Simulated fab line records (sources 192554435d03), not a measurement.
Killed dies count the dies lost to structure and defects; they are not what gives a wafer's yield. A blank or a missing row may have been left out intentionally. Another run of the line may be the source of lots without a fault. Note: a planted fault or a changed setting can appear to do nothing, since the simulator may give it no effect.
Which of the tools did it?	flow n5Finfet	72 wafers from 24 lots sampled at 6 of the route's 1938 steps

WHAT THE GAUGES SHOWED, per wafer
N5_HKMG_FIN_OVL_MEAS_50.
lot	measured	on	NDIPOLE_OVL (nm)
L074	day 4 03:02	overlay-01	0.7 0.9 1.1
L075	day 4 05:23	overlay-02	-0.4 -0.1 1.0
L076	day 4 13:05	overlay-01	-1.2 -0.3 -0.7
L077	day 4 17:50	overlay-02	-0.2 -0.2 0.4
L078	day 4 23:26	overlay-02	-1.3 0.6 0.0
L079	day 5 05:26	overlay-01	-1.5 -1.2 0.4
L080	day 5 10:50	overlay-01	0.5 0.4 -0.3
L081	day 5 21:48	overlay-02	0.4 -0.2 -0.4
L082	day 6 03:37	overlay-01	1.5 0.1 1.1
L083	day 6 06:59	overlay-01	1.0 1.4 1.0
L084	day 6 16:08	overlay-02	-0.9 0.1 0.4
L085	day 6 16:36	overlay-02	-0.5 -1.6 -0.7
L086	day 6 23:14	overlay-02	-0.3 -0.2 -0.6
L087	day 7 06:37	overlay-02	-1.2 0.4 1.0
L088	day 7 11:07	overlay-01	1.0 1.3 0.2
L089	day 7 17:10	overlay-02	0.2 -0.6 0.4
L090	day 7 23:52	overlay-02	-0.2 0.4 0.6
L091	day 8 04:46	overlay-01	-0.1 1.0 0.1
L092	day 8 10:36	overlay-02	0.5 1.0 0.9
L093	day 8 16:26	overlay-02	-0.5 -1.1 0.8
L094	day 8 23:49	overlay-01	0.8 -0.7 0.0
L095	day 9 10:24	overlay-01	0.4 -0.4 -0.4
L096	day 9 11:16	overlay-01	1.0 0.5 0.8
L097	day 9 23:10	overlay-02	-0.5 1.0 0.1

N5_GATE_CUT_OVL_MEAS_14.
lot	measured	on	GATE_CUT_OVL (nm)
L074	day 4 14:56	overlay-01	-0.5 0.2 -0.2
L075	day 4 17:09	overlay-02	-0.2 0.1 -0.1
L076	day 5 01:08	overlay-02	-0.2 1.2 0.0
L077	day 5 06:57	overlay-01	0.6 0.8 1.1
L078	day 5 11:23	overlay-02	-1.8 -0.2 0.4
L079	day 5 17:14	overlay-02	0.0 0.1 0.0
L080	day 5 22:59	overlay-02	-1.4 -0.9 -1.5
L081	day 6 09:06	overlay-01	-1.3 -0.5 -0.1
L082	day 6 15:50	overlay-02	0.3 0.3 0.0
L083	day 6 18:40	overlay-01	-0.5 0.2 0.0
L084	day 7 04:17	overlay-02	0.0 -0.5 0.9
L085	day 7 04:56	overlay-01	0.1 0.1 0.1
L086	day 7 10:38	overlay-01	0.6 -0.5 -0.9
L087	day 7 18:09	overlay-02	-0.7 -0.1 -0.5
L088	day 8 00:05	overlay-01	-0.1 -0.5 0.6
L089	day 8 05:03	overlay-02	-0.1 -0.1 0.3
L090	day 8 11:41	overlay-02	0.2 0.4 1.9
L091	day 8 17:28	overlay-01	1.2 -0.7 0.7
L092	day 8 23:01	overlay-01	-0.3 0.2 0.1
L093	day 9 04:00	overlay-01	0.0 -0.4 0.6
L094	day 9 11:40	overlay-01	-1.1 -1.6 -0.4
L095	day 9 23:12	overlay-01	-0.3 0.2 1.2
L096	day 10 00:23	overlay-02	-0.3 0.3 -0.4
L097	day 10 11:28	overlay-01	-1.0 -0.6 -0.5

TOOL THAT RAN EACH LOT (tool first, then ch and the chambers of the sampled wafers, then the start)
lot	N5_HKMG_FIN_ALD_74	N5_HKMG_FIN_ALD_75	N5_HKMG_FIN_STRIP_88	N5_HKMG_FIN_W_FILL_22
L074	aldHk-02 ch 0,3, day 4 02:27	aldHk-02 ch 0,3, day 4 02:32	plasmaAsher-02 ch 0,1, day 4 07:57	cvdW-02 ch 1, day 4 10:01
L075	aldHk-02 ch 0,1,3, day 4 04:56	aldHk-02 ch 0,1,3, day 4 05:00	plasmaAsher-02 ch 0,1, day 4 10:31	cvdW-02 ch 1, day 4 12:32
L076	aldHk-01 ch 0,2,3, day 4 12:30	aldHk-01 ch 0,2,3, day 4 12:35	plasmaAsher-02 ch 0,1, day 4 18:04	cvdW-01 ch 0,1, day 4 20:04
L077	aldHk-03 ch 0,1, day 4 17:23	aldHk-03 ch 0,1, day 4 17:28	plasmaAsher-02 ch 0,1, day 4 23:13	cvdW-01 ch 0,1, day 5 01:16
L078	aldHk-03 ch 0,1,3, day 4 22:52	aldHk-03 ch 0,1,3, day 4 22:56	plasmaAsher-01 ch 0,1, day 5 04:43	cvdW-02 ch 0,1, day 5 06:50
L079	aldHk-02 ch 1,2,3, day 5 04:59	aldHk-02 ch 1,2,3, day 5 05:04	plasmaAsher-02 ch 0, day 5 10:49	cvdW-01 ch 0,1, day 5 12:49
L080	aldHk-01 ch 0,1,3, day 5 10:16	aldHk-01 ch 0,1,3, day 5 10:20	plasmaAsher-01 ch 0,1, day 5 15:53	cvdW-02 ch 0,1, day 5 18:03
L081	aldHk-01 ch 0,1,2, day 5 21:21	aldHk-01 ch 0,1,2, day 5 21:26	plasmaAsher-01 ch 0,1, day 6 02:41	cvdW-02 ch 0,1, day 6 04:40
L082	aldHk-01 ch 0,2, day 6 03:10	aldHk-01 ch 0,2, day 6 03:14	plasmaAsher-02 ch 0,1, day 6 08:40	cvdW-01 ch 0,1, day 6 10:43
L083	aldHk-03 ch 0,2,3, day 6 06:25	aldHk-03 ch 0,2,3, day 6 06:29	plasmaAsher-01 ch 0,1, day 6 11:52	cvdW-01 ch 0,1, day 6 13:51
L084	aldHk-02 ch 1,2, day 6 15:39	aldHk-02 ch 1,2, day 6 15:44	plasmaAsher-01 ch 0,1, day 6 21:50	cvdW-02 ch 1, day 6 23:49
L085	aldHk-01 ch 0,1,2, day 6 16:09	aldHk-01 ch 0,1,2, day 6 16:13	plasmaAsher-02 ch 0,1, day 6 22:31	cvdW-01 ch 0,1, day 7 00:23
L086	aldHk-03 ch 0,1,2, day 6 22:47	aldHk-03 ch 0,1,2, day 6 22:52	plasmaAsher-01 ch 0,1, day 7 04:08	cvdW-02 ch 0,1, day 7 06:07
L087	aldHk-02 ch 0,1,2, day 7 06:11	aldHk-02 ch 0,1,2, day 7 06:15	plasmaAsher-01 ch 0,1, day 7 11:41	cvdW-01 ch 0,1, day 7 13:35
L088	aldHk-03 ch 0,2,3, day 7 10:41	aldHk-03 ch 0,2,3, day 7 10:45	plasmaAsher-01 ch 0,1, day 7 16:05	cvdW-02 ch 0,1, day 7 18:05
L089	aldHk-03 ch 0,3, day 7 16:43	aldHk-03 ch 0,3, day 7 16:48	plasmaAsher-02 ch 0,1, day 7 22:14	cvdW-01 ch 0,1, day 8 00:14
L090	aldHk-01 ch 0,2,3, day 7 23:25	aldHk-01 ch 0,2,3, day 7 23:29	plasmaAsher-02 ch 0,1, day 8 04:56	cvdW-01 ch 0,1, day 8 06:55
L091	aldHk-01 ch 1,2,3, day 8 04:11	aldHk-01 ch 1,2,3, day 8 04:16	plasmaAsher-02 ch 0,1, day 8 10:11	cvdW-01 ch 0,1, day 8 12:16
L092	aldHk-02 ch 0,1,2, day 8 10:02	aldHk-02 ch 0,1,2, day 8 10:06	plasmaAsher-02 ch 0,1, day 8 15:46	cvdW-02 ch 0,1, day 8 17:53
L093	aldHk-03 ch 0,1,3, day 8 15:59	aldHk-03 ch 0,1,3, day 8 16:04	plasmaAsher-02 ch 0,1, day 8 21:35	cvdW-02 ch 0,1, day 8 23:34
L094	aldHk-03 ch 2,3, day 8 23:15	aldHk-03 ch 2,3, day 8 23:19	plasmaAsher-01 ch 0,1, day 9 05:03	cvdW-02 ch 1, day 9 07:03
L095	aldHk-01 ch 0,1,3, day 9 09:57	aldHk-01 ch 0,1,3, day 9 10:02	plasmaAsher-01 ch 0,1, day 9 15:42	cvdW-01 ch 0,1, day 9 17:52
L096	aldHk-01 ch 0,3, day 9 10:49	aldHk-01 ch 0,3, day 9 10:53	plasmaAsher-02 ch 0,1, day 9 16:23	cvdW-01 ch 0,1, day 9 18:19
L097	aldHk-03 ch 0,3, day 9 22:35	aldHk-03 ch 0,3, day 9 22:40	plasmaAsher-02 ch 0, day 10 04:51	cvdW-02 ch 0,1, day 10 06:50
- N5_HKMG_FIN_ALD_74: deposits La2O3, target thk 0.5 nm, pulse time 6 s, co reactant pulse time 1 s.
- N5_HKMG_FIN_ALD_75: deposits Al2O3, target thk 1 nm, co reactant pulse time 1 s.
- N5_HKMG_FIN_STRIP_88: strips in N2/H2, time 360 s.
- N5_HKMG_FIN_W_FILL_22: material W, target thk 60 nm, time 18.2 s.

WHAT THE TOOLS THEMSELVES READ (means of the sampled wafers that have a number; where no wafer has one, the mark that the record gives instead)
N5_HKMG_FIN_ALD_74.
lot	tool	heaterPowerOuterW (W)	heaterPowerW (W)	precursorPulseHeightRel
L074	aldHk-02	198	379	0.998
L075	aldHk-02	193	367	0.997
L076	aldHk-01	163	302	0.993
L077	aldHk-03	188	357	1.008
L078	aldHk-03	201	365	1.011
L079	aldHk-02	197	370	0.985
L080	aldHk-01	171	318	1.008
L081	aldHk-01	169	322	1.005
L082	aldHk-01	163	308	0.994
L083	aldHk-03	202	369	1.007
L084	aldHk-02	188	341	0.979
L085	aldHk-01	172	318	0.993
L086	aldHk-03	196	368	1.019
L087	aldHk-02	179	347	1.006
L088	aldHk-03	205	371	1.014
L089	aldHk-03	213	384	1.011
L090	aldHk-01	164	306	1.021
L091	aldHk-01	173	321	0.998
L092	aldHk-02	181	336	0.988
L093	aldHk-03	203	369	0.999
L094	aldHk-03	209	373	0.997
L095	aldHk-01	170	321	1.011
L096	aldHk-01	162	300	1.018
L097	aldHk-03	217	379	0.998

N5_HKMG_FIN_ALD_75.
lot	tool	heaterPowerOuterW (W)	heaterPowerW (W)	precursorPulseHeightRel
L074	aldHk-02	83	162	1.015
L075	aldHk-02	79	158	0.998
L076	aldHk-01	67	132	1.001
L077	aldHk-03	79	155	0.984
L078	aldHk-03	83	160	0.988
L079	aldHk-02	81	160	1.001
L080	aldHk-01	69	137	1.006
L081	aldHk-01	72	140	1.026
L082	aldHk-01	68	134	1.001
L083	aldHk-03	86	161	1.007
L084	aldHk-02	79	147	1.011
L085	aldHk-01	72	138	0.988
L086	aldHk-03	83	156	0.987
L087	aldHk-02	76	147	0.988
L088	aldHk-03	86	160	0.988
L089	aldHk-03	89	166	0.973
L090	aldHk-01	67	132	0.985
L091	aldHk-01	73	138	1.008
L092	aldHk-02	75	147	1.007
L093	aldHk-03	84	158	1.009
L094	aldHk-03	86	163	1.008
L095	aldHk-01	70	136	0.997
L096	aldHk-01	67	130	0.998
L097	aldHk-03	90	167	1.009

N5_HKMG_FIN_STRIP_88.
lot	tool	drypumpMotorCurrentA (A)	heaterPowerW (W)	n2FlowSccm (sccm)	tempC (C)
L074	plasmaAsher-02	5.4	456	1749	300.33
L075	plasmaAsher-02	5.4	468	1752	299.73
L076	plasmaAsher-02	5.4	446	1750	300.04
L077	plasmaAsher-02	5.4	451	1752	300.10
L078	plasmaAsher-01	6.0	450	1756	300.31
L079	plasmaAsher-02	5.3	477	1747	300.03
L080	plasmaAsher-01	6.0	457	1751	300.03
L081	plasmaAsher-01	5.9	456	1749	300.00
L082	plasmaAsher-02	5.4	466	1748	300.00
L083	plasmaAsher-01	5.9	449	1744	299.79
L084	plasmaAsher-01	5.9	444	1758	299.88
L085	plasmaAsher-02	5.4	459	1751	299.98
L086	plasmaAsher-01	5.9	454	1749	300.08
L087	plasmaAsher-01	6.0	455	1745	299.84
L088	plasmaAsher-01	6.0	460	1752	300.04
L089	plasmaAsher-02	5.4	452	1753	299.82
L090	plasmaAsher-02	5.4	454	1748	300.22
L091	plasmaAsher-02	5.4	466	1745	299.95
L092	plasmaAsher-02	5.4	450	1754	300.11
L093	plasmaAsher-02	5.4	465	1750	300.21
L094	plasmaAsher-01	6.0	455	1755	300.04
L095	plasmaAsher-01	6.0	453	1753	299.87
L096	plasmaAsher-02	5.4	466	1748	299.93
L097	plasmaAsher-02	5.2	475	1750	299.91

N5_HKMG_FIN_W_FILL_22.
lot	tool	chamberPressureTorr (Torr)	heaterPowerOuterW (W)	heaterPowerW (W)	throttleValvePct (%)
L074	cvdW-02	39.37	654	1046	18.1
L075	cvdW-02	39.32	656	1062	18.2
L076	cvdW-01	39.43	491	843	18.8
L077	cvdW-01	39.40	476	815	19.0
L078	cvdW-02	39.38	568	918	18.7
L079	cvdW-01	39.38	478	803	18.9
L080	cvdW-02	39.44	567	919	18.5
L081	cvdW-02	39.32	616	990	18.4
L082	cvdW-01	39.41	494	842	19.0
L083	cvdW-01	39.41	494	832	19.1
L084	cvdW-02	39.37	647	1054	18.4
L085	cvdW-01	39.35	489	844	19.0
L086	cvdW-02	39.38	572	934	18.7
L087	cvdW-01	39.53	495	829	19.0
L088	cvdW-02	39.46	569	926	18.8
L089	cvdW-01	39.42	480	800	19.1
L090	cvdW-01	39.40	498	841	19.2
L091	cvdW-01	39.44	496	841	19.0
L092	cvdW-02	39.51	576	923	18.7
L093	cvdW-02	39.35	611	992	18.6
L094	cvdW-02	39.36	662	1044	18.3
L095	cvdW-01	39.36	484	813	19.2
L096	cvdW-01	39.36	501	832	19.1
L097	cvdW-02	39.46	568	924	18.7

THE ANSWER, worked out from the rows above alone
Rule: the usual values come from the lots themselves. Put in order of their means at a reading, lots are off if they are a third of the lots or fewer, leave a main group of 4 or more, and stand apart from it by a gap of 3 or more times the standard deviation of the main group's means; of several such gaps the widest counts. A main group is skipped when, at the precision printed for the reading in the tables above, its means are all equal. Also off: a lot with no number at a reading for which 4 or more lots have one. Any other lot the step has rows for is counted as sound. The gauges are gone through in route order, then the tools' own readings, and for those a lot's mean is taken as printed above. At the first step where some lot is off, the reading lying furthest off is the one used; lots without a number count as furthest.
No lot is off on any of the readings shown, so nothing can be concluded from this.

WHAT THE SIMULATOR HAD INSERTED
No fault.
